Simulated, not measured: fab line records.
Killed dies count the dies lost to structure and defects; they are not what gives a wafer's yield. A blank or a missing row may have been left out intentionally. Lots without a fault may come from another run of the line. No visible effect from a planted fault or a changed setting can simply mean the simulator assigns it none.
Problem report, 8D (eight disciplines) form, completed by code + flow n5-finfet + the parts of the form that need people (team, actions taken, sign-off) are left out

## 1. PROBLEM STATEMENT
Mean of spin-speed-rpm at N5_HKMG_FIN_COAT_29: 1454.9 rpm across 6 wafers in 2 lots; on wafers with no fault it is 1500.0 rpm (standard deviation 0.98). That is -46 standard deviations from the usual mean.
The step: time 60 s, resist thk 300 nm.
First seen on wafer L787.2, day 7 19:52, on litho-track-04. Wafers with a number at this step in the record: 18, from 6 lots. The rule behind "out" and "out of limits": a value lying over 4 standard deviations away from the usual mean. Any other wafer with a number is counted as sound.

## 2. WHAT IT IS, AND WHAT IT ISN'T
| question                    | is                     | is not                                                                         |
|-----------------------------|------------------------|--------------------------------------------------------------------------------|
| which readings at this step | spin-speed-rpm         | chill-plate-temp-C                                                             |
| which lots                  | L787, L788             | L775, L792, L793, L795                                                         |
| which wafers of those lots  | all that have a number | -                                                                              |
| read on which tools         | litho-track-04         | litho-track-01, litho-track-02                                                 |
| when                        | from day 7 19:52       | up to then (3 sound wafers); but 9 sound wafers of L792, L793, L795 came after |

## 3. SUSPECTS, AND WHAT RULES EACH OUT
Counting: a tool at any process step up to the reading remains a suspect when it ran all the lots that are out and ran no sound lot after the first of those.
- ald-metal-01 at N5_HKMG_FIN_ALD_36 (deposits TiN, target thk 1 nm, pulse time 1 s, purge time 3 s): ruled out as a lasting fault. After its first lot that is out, L787 (day 7 19:05), sound lots L792 ran on it.
- litho-track-04 at N5_HKMG_FIN_COAT_29 (time 60 s, resist thk 300 nm): kept. Every lot that is out went through it, starting with L787 (day 7 19:52), and after that it ran no sound lot; the last sound lot it ran before then is L775 (day 4 18:01). On those wafers its own readings are out: spin-speed-rpm.
Remaining after the count: litho-track-04 at N5_HKMG_FIN_COAT_29.

## 4. THE CAUSE (what the simulator had put in)
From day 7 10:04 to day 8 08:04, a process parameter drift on litho-track-04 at N5_HKMG_FIN_COAT_29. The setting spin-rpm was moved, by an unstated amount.
After counting, this tool was the only one left.

## 5. THE CHAIN OF EFFECTS, in route order
Each row: a reading where the mean over the struck wafers with a number is more than 3 standard deviations away from the usual. Only readings whose record carries a usual standard deviation are examined. hours: median over the lots of the time between each lot's start at the first step of this table that gives one and its start at this step. sigmas: the change, counted in usual standard deviations.
| hours | step                | reading        | usual      | on struck wafers | change | sigmas |
|-------|---------------------|----------------|------------|------------------|--------|--------|
| 0     | N5_HKMG_FIN_COAT_29 | spin-speed-rpm | 1500.0 rpm | 1454.9           | -45.1  | -46    |
The process steps in it:
- N5_HKMG_FIN_COAT_29: time 60 s, resist thk 300 nm.
At these later measuring or inspecting steps, every struck wafer for which the step has a row has a number for every such reading, and none has moved that far: N5_BEOL_M4_RC_MEAS_101.

## 6. WHAT WOULD HAVE CAUGHT IT SOONER
In this record the first reading out of limits was taken at day 7 19:52, 10 hours after the fault began at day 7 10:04.
